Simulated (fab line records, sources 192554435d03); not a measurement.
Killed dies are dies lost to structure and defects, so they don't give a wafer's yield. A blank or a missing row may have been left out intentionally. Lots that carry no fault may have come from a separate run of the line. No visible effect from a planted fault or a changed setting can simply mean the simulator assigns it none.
Which of the tools did it? + flow n5Finfet + Sampling: 7 lots, 21 wafers, 7 of 1938 route steps

WHAT THE GAUGES READ, wafer by wafer
N5_BEOL_M4_RC_MEAS_101. Usual: DIBL_N 36.1 mV/V, standard deviation 2.3; DIBL_P 36 mV/V, standard deviation 3.2; IOFF_N 0.16 nA/um, standard deviation 0.045; IOFF_P 0.21 nA/um, standard deviation 0.049; ION_N 674 uA/um, standard deviation 14; ION_P 462 uA/um, standard deviation 8.4; SS_N 71.6 mV/dec, standard deviation 0.83; SS_P 73.2 mV/dec, standard deviation 0.87; VT_N 249 mV, standard deviation 3.8; VT_P -250 mV, standard deviation 3.4.
| lot  | measured     | on        | DIBL_N (mV/V)  | DIBL_P (mV/V) | IOFF_N (nA/um) | IOFF_P (nA/um) | ION_N (uA/um) | ION_P (uA/um) | SS_N (mV/dec)  | SS_P (mV/dec)  | VT_N (mV)   | VT_P (mV)      | flag |
|------|--------------|-----------|----------------|---------------|----------------|----------------|---------------|---------------|----------------|----------------|-------------|----------------|------|
| L430 | day 15 11:49 | prober-02 | 36.9 38.7 39.8 | 34 37 37      | 0.16 0.19 0.22 | 0.20 0.24 0.24 | 689 693 688   | 470 472 465   | 70.9 71.8 71.8 | 72.9 74.2 73.6 | 249 243 243 | -247 -245 -247 |      |
| L431 | day 15 08:42 | prober-01 | 35.5 37.7 33.9 | 36 38 34      | 0.15 0.20 0.13 | 0.18 0.22 0.16 | 672 686 667   | 457 463 457   | 72.1 71.2 70.4 | 72.9 74.2 72.4 | 249 244 248 | -253 -251 -255 |      |
| L432 | day 14 17:44 | prober-01 | 31.4 37.2 36.4 | 30 36 35      | 0.09 0.19 0.16 | 0.13 0.20 0.19 | 645 672 668   | 446 462 458   | 69.8 71.5 71.4 | 72.4 73.5 73.7 | 255 247 250 | -258 -249 -254 |      |
| L434 | day 15 19:40 | prober-02 | 36.0 34.3 38.8 | 35 33 39      | 0.16 0.15 0.24 | 0.22 0.20 0.29 | 669 670 688   | 460 459 464   | 71.3 71.2 72.0 | 72.8 72.3 73.4 | 248 248 243 | -247 -248 -247 |      |
| L437 | day 17 04:50 | prober-02 | 40.9 40.3 39.2 | 44 43 41      | 0.28 0.30 0.26 | 0.38 0.36 0.31 | 686 695 685   | 469 472 464   | 73.0 72.4 72.8 | 75.4 74.8 75.0 | 241 239 243 | -241 -240 -243 |      |

TOOL THAT RAN EACH LOT (tool first, then ch and the chambers of the sampled wafers, then the start)
| lot  | N5_GATE_CUT_SAC_CAP_01          | N5_GATE_CUT_CMP_02           | N5_GATE_CUT_DESCUM_18            | N5_GATE_CUT_HM_OPEN_40           | N5_GATE_CUT_STRIP_41             | N5_GATE_CUT_ETCH_19              |
|------|---------------------------------|------------------------------|----------------------------------|----------------------------------|----------------------------------|----------------------------------|
| L425 | aldSin-01 ch 0,1,2, day 6 12:11 | cmp-02 ch 0,2,3, day 6 14:27 | rieDiel-06 ch 0,1, day 6 15:28   | rieDiel-06 ch 0,1, day 6 15:37   | rieDiel-06 ch 0,1, day 6 15:41   | rieDiel-06 ch 0,1, day 6 15:45   |
| L427 | aldSin-02 ch 0,2,3, day 7 04:34 | cmp-03 ch 0,2,3, day 7 06:50 | rieDiel-05 ch 0,1,3, day 7 07:46 | rieDiel-05 ch 0,1,3, day 7 07:56 | rieDiel-05 ch 0,1,3, day 7 07:59 | rieDiel-05 ch 0,1,3, day 7 08:03 |
| L430 | aldSin-02 ch 0,1, day 7 18:31   | cmp-04 ch 0,1,3, day 7 20:54 | rieDiel-05 ch 0,1, day 7 21:42   | rieDiel-05 ch 0,1, day 7 21:52   | rieDiel-05 ch 0,1, day 7 21:55   | rieDiel-05 ch 0,1, day 7 21:59   |
| L431 | aldSin-03 ch 1,2,3, day 8 00:50 | cmp-03 ch 0,2,3, day 8 03:06 | rieDiel-05 ch 1,2,3, day 8 05:16 | rieDiel-05 ch 1,2,3, day 8 05:26 | rieDiel-05 ch 1,2,3, day 8 05:30 | rieDiel-05 ch 1,2,3, day 8 05:34 |
| L432 | aldSin-01 ch 1,3, day 8 09:33   | cmp-04 ch 0,2,3, day 8 11:55 | rieDiel-06 ch 0,1,2, day 8 13:50 | rieDiel-06 ch 0,1,2, day 8 13:59 | rieDiel-06 ch 0,1,2, day 8 14:03 | rieDiel-06 ch 0,1,2, day 8 14:07 |
| L434 | aldSin-02 ch 0,1,3, day 8 21:30 | cmp-02 ch 0,1,3, day 8 23:46 | rieDiel-05 ch 0,1,3, day 9 00:46 | rieDiel-05 ch 0,1,3, day 9 00:56 | rieDiel-05 ch 0,1,3, day 9 00:59 | rieDiel-05 ch 0,1,3, day 9 01:03 |
| L437 | aldSin-01 ch 0,3, day 9 16:26   | cmp-04 ch 0,2, day 9 18:44   | rieDiel-05 ch 0,1,3, day 9 19:40 | rieDiel-05 ch 0,1,3, day 9 19:50 | rieDiel-05 ch 0,1,3, day 9 19:53 | rieDiel-05 ch 0,1,3, day 9 19:57 |
- N5_GATE_CUT_SAC_CAP_01: material SiNx, target thk 24 nm, pulse time 1 s, ald cycles 480.
- N5_GATE_CUT_CMP_02: polishes, stops on SiO2, t overpolish 12.7 s, target thk 0 nm.
- N5_GATE_CUT_DESCUM_18: chemistry O2, time 7 s.
- N5_GATE_CUT_HM_OPEN_40: chemistry C4F6/O2, target SiO2, target depth 139 nm, time 85.1 s.
- N5_GATE_CUT_STRIP_41: strips in CF4.
- N5_GATE_CUT_ETCH_19: etches SiNx in CH3F/O2, target depth 53.7 nm, time 76.7 s.

AS READ BY THE TOOLS THEMSELVES (means over the sampled wafers that have a number; for cases with no such wafer, the mark the record gives instead)
N5_GATE_CUT_SAC_CAP_01. Usual: heaterPowerW 837 W, standard deviation 86; precursorPulseHeightRel 0.998, standard deviation 0.019.
| lot  | tool      | heaterPowerW (W) | precursorPulseHeightRel | flag |
|------|-----------|------------------|-------------------------|------|
| L425 | aldSin-01 | 843              | 0.985                   |      |
| L427 | aldSin-02 | 732              | 0.970                   |      |
| L430 | aldSin-02 | 658              | 1.005                   |      |
| L431 | aldSin-03 | 881              | 0.988                   |      |
| L432 | aldSin-01 | 887              | 1.005                   |      |
| L434 | aldSin-02 | 718              | 1.007                   |      |
| L437 | aldSin-01 | 844              | 0.998                   |      |

N5_GATE_CUT_CMP_02. Usual: motorCurrentA 9.4 A, standard deviation 0.67; overpolishRunS 12.701 s, standard deviation 0.0097; slurryFlowMlMin 150.1, standard deviation 0.45; timeToEndpointS 25 s, standard deviation 3.1.
| lot  | tool   | motorCurrentA (A) | overpolishRunS (s) | slurryFlowMlMin | timeToEndpointS (s) | flag |
|------|--------|-------------------|--------------------|-----------------|---------------------|------|
| L425 | cmp-02 | 9.4               | 12.691             | 150.0           | 26                  |      |
| L427 | cmp-03 | 9.3               | 12.707             | 150.0           | 25                  |      |
| L430 | cmp-04 | 9.3               | 12.700             | 150.2           | 21                  |      |
| L431 | cmp-03 | 9.6               | 12.708             | 150.2           | 24                  |      |
| L432 | cmp-04 | 9.3               | 12.702             | 149.4           | 25                  |      |
| L434 | cmp-02 | 9.5               | 12.693             | 149.4           | 28                  |      |
| L437 | cmp-04 | 9.2               | 12.700             | 149.8           | 25                  |      |

N5_GATE_CUT_DESCUM_18. Usual: drypumpMotorCurrentA 5.6 A, standard deviation 0.46; oesProductAu 0.76 a.u., standard deviation 0.056; rfVppV 243.4 V, standard deviation 1.4; showerheadPlenumPTorr 2.10 Torr, standard deviation 0.088; throttleValvePct 20.45 %, standard deviation 0.22.
| lot  | tool       | drypumpMotorCurrentA (A) | oesProductAu (a.u.) | rfVppV (V) | showerheadPlenumPTorr (Torr) | throttleValvePct (%) | flag |
|------|------------|--------------------------|---------------------|------------|------------------------------|----------------------|------|
| L425 | rieDiel-06 | 5.7                      | 0.82                | 243.8      | 2.13                         | 20.30                |      |
| L427 | rieDiel-05 | 5.4                      | 0.72                | 243.0      | 2.04                         | 20.38                |      |
| L430 | rieDiel-05 | 5.2                      | 0.72                | 242.2      | 2.05                         | 20.52                |      |
| L431 | rieDiel-05 | 5.8                      | 0.75                | 243.8      | 2.10                         | 20.28                |      |
| L432 | rieDiel-06 | 5.6                      | 0.77                | 243.9      | 2.11                         | 20.31                |      |
| L434 | rieDiel-05 | 5.5                      | 0.71                | 242.5      | 2.04                         | 20.42                |      |
| L437 | rieDiel-05 | 5.4                      | 0.71                | 243.5      | 2.04                         | 20.43                |      |

N5_GATE_CUT_HM_OPEN_40. Usual: C4F6_flow_sccm 9.996 sccm, standard deviation 0.029; O2_flow_sccm 10.00 sccm, standard deviation 0.033; drypumpMotorCurrentA 5.6 A, standard deviation 0.47; etchRfOnTimeS 95.0 s, standard deviation 2.2; oes_ar_750_au 0.76 a.u., standard deviation 0.049; oes_o_777_au 0.75 a.u., standard deviation 0.054; oesProductAu 0.69 a.u., standard deviation 0.046; rfVppV 676 V, standard deviation 19; showerheadPlenumPTorr 2.85 Torr, standard deviation 0.12; throttleValvePct 20.97 %, standard deviation 0.22.
| lot  | tool       | C4F6_flow_sccm (sccm) | O2_flow_sccm (sccm) | drypumpMotorCurrentA (A) | etchRfOnTimeS (s) | oes_ar_750_au (a.u.) | oes_o_777_au (a.u.) | oesProductAu (a.u.) | rfVppV (V) | showerheadPlenumPTorr (Torr) | throttleValvePct (%) | flag |
|------|------------|-----------------------|---------------------|--------------------------|-------------------|----------------------|---------------------|---------------------|------------|------------------------------|----------------------|------|
| L425 | rieDiel-06 | -                     | -                   | -                        | -                 | -                    | -                   | -                   | -          | -                            | -                    | OFF  |
| L427 | rieDiel-05 | -                     | -                   | -                        | -                 | -                    | -                   | -                   | -          | -                            | -                    | OFF  |
| L430 | rieDiel-05 | 9.989                 | 9.97                | 5.2                      | 96.9              | 0.72                 | 0.71                | 0.66                | 678        | 2.80                         | 21.04                |      |
| L431 | rieDiel-05 | 9.985                 | 10.00               | 5.8                      | 95.8              | 0.77                 | 0.76                | 0.68                | 658        | 2.89                         | 20.96                |      |
| L432 | rieDiel-06 | 9.979                 | 10.00               | 5.6                      | 96.9              | 0.77                 | 0.75                | 0.69                | 671        | 2.88                         | 20.86                |      |
| L434 | rieDiel-05 | 10.019                | 9.99                | 5.5                      | 96.9              | 0.73                 | 0.72                | 0.65                | 669        | 2.79                         | 20.99                |      |
| L437 | rieDiel-05 | 9.992                 | 10.01               | 5.5                      | 95.8              | 0.72                 | 0.72                | 0.65                | 669        | 2.79                         | 21.01                |      |

N5_GATE_CUT_STRIP_41. Usual: cf4FlowSccm 150.0 sccm, standard deviation 0.44; drypumpMotorCurrentA 5.6 A, standard deviation 0.46; oesProductAu 0.177 a.u., standard deviation 0.012; rfVppV 271.3 V, standard deviation 1.6; showerheadPlenumPTorr 1.80 Torr, standard deviation 0.07; throttleValvePct 13.66 %, standard deviation 0.2.
| lot  | tool       | cf4FlowSccm (sccm) | drypumpMotorCurrentA (A) | oesProductAu (a.u.) | rfVppV (V) | showerheadPlenumPTorr (Torr) | throttleValvePct (%) | flag |
|------|------------|--------------------|--------------------------|---------------------|------------|------------------------------|----------------------|------|
| L425 | rieDiel-06 | 149.8              | 5.7                      | 0.805               | 272.0      | 1.83                         | 13.55                | OFF  |
| L427 | rieDiel-05 | 150.4              | 5.5                      | 0.736               | 270.7      | 1.77                         | 13.65                | OFF  |
| L430 | rieDiel-05 | 150.1              | 5.2                      | 0.169               | 270.3      | 1.78                         | 13.76                |      |
| L431 | rieDiel-05 | 149.9              | 5.8                      | 0.175               | 271.4      | 1.82                         | 13.59                |      |
| L432 | rieDiel-06 | 150.4              | 5.6                      | 0.178               | 270.8      | 1.82                         | 13.56                |      |
| L434 | rieDiel-05 | 149.7              | 5.4                      | 0.171               | 270.1      | 1.76                         | 13.69                |      |
| L437 | rieDiel-05 | 149.8              | 5.4                      | 0.165               | 270.2      | 1.76                         | 13.71                |      |

N5_GATE_CUT_ETCH_19. Usual: drypumpMotorCurrentA 5.6 A, standard deviation 0.46; etchRfOnTimeS 77.5 s, standard deviation 1.4; oes_ar_750_au 0.76 a.u., standard deviation 0.049; oes_o_777_au 0.75 a.u., standard deviation 0.052; oesProductAu 0.65 a.u., standard deviation 0.044; rfVppV 302 V, standard deviation 8.5; showerheadPlenumPTorr 2.01 Torr, standard deviation 0.085; throttleValvePct 16.40 %, standard deviation 0.21.
| lot  | tool       | drypumpMotorCurrentA (A) | etchRfOnTimeS (s) | oes_ar_750_au (a.u.) | oes_o_777_au (a.u.) | oesProductAu (a.u.) | rfVppV (V) | showerheadPlenumPTorr (Torr) | throttleValvePct (%) | flag |
|------|------------|--------------------------|-------------------|----------------------|---------------------|---------------------|------------|------------------------------|----------------------|------|
| L425 | rieDiel-06 | 5.7                      | 191.8             | 0.81                 | 0.80                | 0.31                | 304        | 2.04                         | 16.25                | OFF  |
| L427 | rieDiel-05 | 5.4                      | 191.8             | 0.74                 | 0.74                | 0.28                | 299        | 1.97                         | 16.36                | OFF  |
| L430 | rieDiel-05 | 5.2                      | 77.4              | 0.72                 | 0.70                | 0.62                | 302        | 1.97                         | 16.48                |      |
| L431 | rieDiel-05 | 5.8                      | 77.4              | 0.77                 | 0.76                | 0.64                | 295        | 2.03                         | 16.36                |      |
| L432 | rieDiel-06 | 5.6                      | 78.7              | 0.77                 | 0.76                | 0.65                | 300        | 2.03                         | 16.29                |      |
| L434 | rieDiel-05 | 5.4                      | 79.0              | 0.73                 | 0.72                | 0.62                | 299        | 1.96                         | 16.44                |      |
| L437 | rieDiel-05 | 5.5                      | 77.7              | 0.73                 | 0.72                | 0.61                | 299        | 1.96                         | 16.44                |      |

THE ANSWER, worked out from the rows above alone
Rule: a lot counts as off when the mean over its wafers that have a number is more than 3 standard deviations away from the usual mean. Also off: a lot with no number at a reading for which 4 or more lots have one. The other lots that the step has rows for count as sound. Order of review: gauges by route order, followed by the tools' own readings, for which a lot's mean as printed above is used. The first step at which some lot is off is used, and at that step the reading that is off furthest; a lot without a number counts as furthest.
Off: L425, L427, at N5_GATE_CUT_HM_OPEN_40 (C4F6_flow_sccm). Without a number there: L425, L427.
A tool fits if, at that step or a process step before it, it ran every lot that is off, and no sound lot after the first of them. Of those tried, none fits.

WHAT WAS PUT IN BY THE SIMULATOR
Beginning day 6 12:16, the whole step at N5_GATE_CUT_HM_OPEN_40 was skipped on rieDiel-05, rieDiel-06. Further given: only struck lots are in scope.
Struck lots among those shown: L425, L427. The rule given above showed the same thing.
